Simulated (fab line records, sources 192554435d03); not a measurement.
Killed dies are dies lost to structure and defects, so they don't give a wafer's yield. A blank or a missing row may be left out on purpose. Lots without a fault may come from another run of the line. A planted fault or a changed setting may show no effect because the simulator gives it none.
Split-lot experiment | flow n5_finfet | 7 lots, 21 wafers read, on a route of 1938 steps

THE SPLIT
At N5_BEOL_M14_EXPOSE_07 (exposes mask V13), the setting dose_mj was moved away from the recipe's 57 on 7 of the 21 wafers read, by +2.5% to +7.4%. The other wafers ran this setting at the recipe's value.

FROM THE SPLIT TO THE READING: what the file shows between them, 6 steps
- N5_BEOL_M14_PEB_08: peb time 90 s
- N5_BEOL_M14_DEVELOP_09: develop time 45 s
- N5_BEOL_M14_HARDBAKE_14: time 120 s
- N5_BEOL_M14_CD_MEAS_10: target cd 250 nm
- N5_BEOL_M14_STRIP_71: strips in post etch residue remover, time 60 s
- N5_BEOL_M14_SRD_72: time 30 s, dry time 30 s

THE READING
cd_nm, in nm, at N5_BEOL_M14_CD_MEAS_17 (target cd 250 nm). Fault-free wafers of this fab line usually give 252.2 nm, standard deviation 1.7 nm.

wafer  | tool, chamber at the split | dose_mj as run | against the recipe | cd_nm, nm | against lot-mates on the recipe
L079.1 | krf_scanner-02, 0          | 57             | recipe             | 249.5     | -
L079.4 | krf_scanner-02, 0          | 57             | recipe             | 255.8     | -
L079.6 | krf_scanner-02, 0          | 57             | recipe             | 250.3     | -
L084.2 | krf_scanner-02, 0          | 58.43          | +2.5%              | 256.9     | +6.1
L084.3 | krf_scanner-02, 0          | 57             | recipe             | 250.8     | -
L084.4 | krf_scanner-02, 0          | 58.43          | +2.5%              | 255.8     | +5.0
L088.2 | krf_scanner-01, 0          | 57             | recipe             | 254.2     | -
L088.4 | krf_scanner-01, 0          | 60.1           | +5.4%              | 262.1     | +7.9
L088.6 | krf_scanner-01, 0          | 60.1           | +5.4%              | 262.1     | +7.9
L086.1 | krf_scanner-01, 0          | 58.66          | +2.9%              | 257.6     | +6.3
L086.3 | krf_scanner-01, 0          | 57             | recipe             | 252.7     | -
L086.4 | krf_scanner-01, 0          | 57             | recipe             | 250.0     | -
L096.3 | krf_scanner-01, 0          | 57             | recipe             | 251.9     | -
L096.5 | krf_scanner-01, 0          | 57             | recipe             | 249.6     | -
L096.6 | krf_scanner-01, 0          | 57             | recipe             | 252.0     | -
L095.1 | krf_scanner-01, 0          | 61.2           | +7.4%              | 264.3     | +14.3
L095.3 | krf_scanner-01, 0          | 61.2           | +7.4%              | 264.8     | +14.8
L095.6 | krf_scanner-01, 0          | 57             | recipe             | 250.0     | -
L097.2 | krf_scanner-01, 0          | 57             | recipe             | 254.1     | -
L097.5 | krf_scanner-01, 0          | 57             | recipe             | 254.6     | -
L097.6 | krf_scanner-01, 0          | 57             | recipe             | 254.7     | -

THE FIT
A straight line over all 21 wafers: cd_nm changes by +1.73 nm for each +1% of dose_mj; r = +0.93; the points scatter about the line by 1.8 nm.
The same after taking each lot's own level away (the mean of its wafers on the recipe; 21 wafers): +1.83 nm for each +1%; r = +0.95; scatter 1.5 nm.
On that fit, the largest move of dose_mj shifts the reading by 13 nm.
The lots' own levels span 250.00 to 254.47 nm, that is 2.6 times the standard deviation above.
So the lot-to-lot level changes the slope little: the two slopes agree.
Check: with one of the wafers moved furthest among these (+7.4%) left out of the fit, the line predicts +13.2 nm for it against its lot-mates. It came out at +14.3 nm against them.

OTHER SPLITS ON THESE WAFERS
These wafers also went through other splits before the reading. Each is held against what the fit with the lots' levels taken away leaves over:
other split on the same wafers | wafers away from the commonest value | r with cd_nm (lot level and that fit taken away)
N5_BEOL_M11_COAT_22 spin_rpm   | 8                                    | -0.11
N5_BEOL_M12_ETCH_59 bias_w     | 8                                    | -0.24
N5_BEOL_M13_ETCH_59 time_s     | 2                                    | +0.08
N5_BEOL_M13_COAT_65 spin_rpm   | 6                                    | -0.03
N5_BEOL_M13_DEP_53 time_s      | 6                                    | -0.22

THE WHOLE CHAIN: every reading that the file lists as answering this split, in the file's order
step                   | what it does     | reading | change (the file's fit)              | r (the file's)
N5_BEOL_M14_CD_MEAS_10 | target cd 250 nm | cd_nm   | +1.67 nm for each +1% of the setting | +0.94
N5_BEOL_M14_CD_MEAS_17 | target cd 250 nm | cd_nm   | +1.84 nm for each +1% of the setting | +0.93

THE FILE'S OWN FIT
cd_nm changes by +1.84 nm for each +1% of dose_mj, r = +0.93.
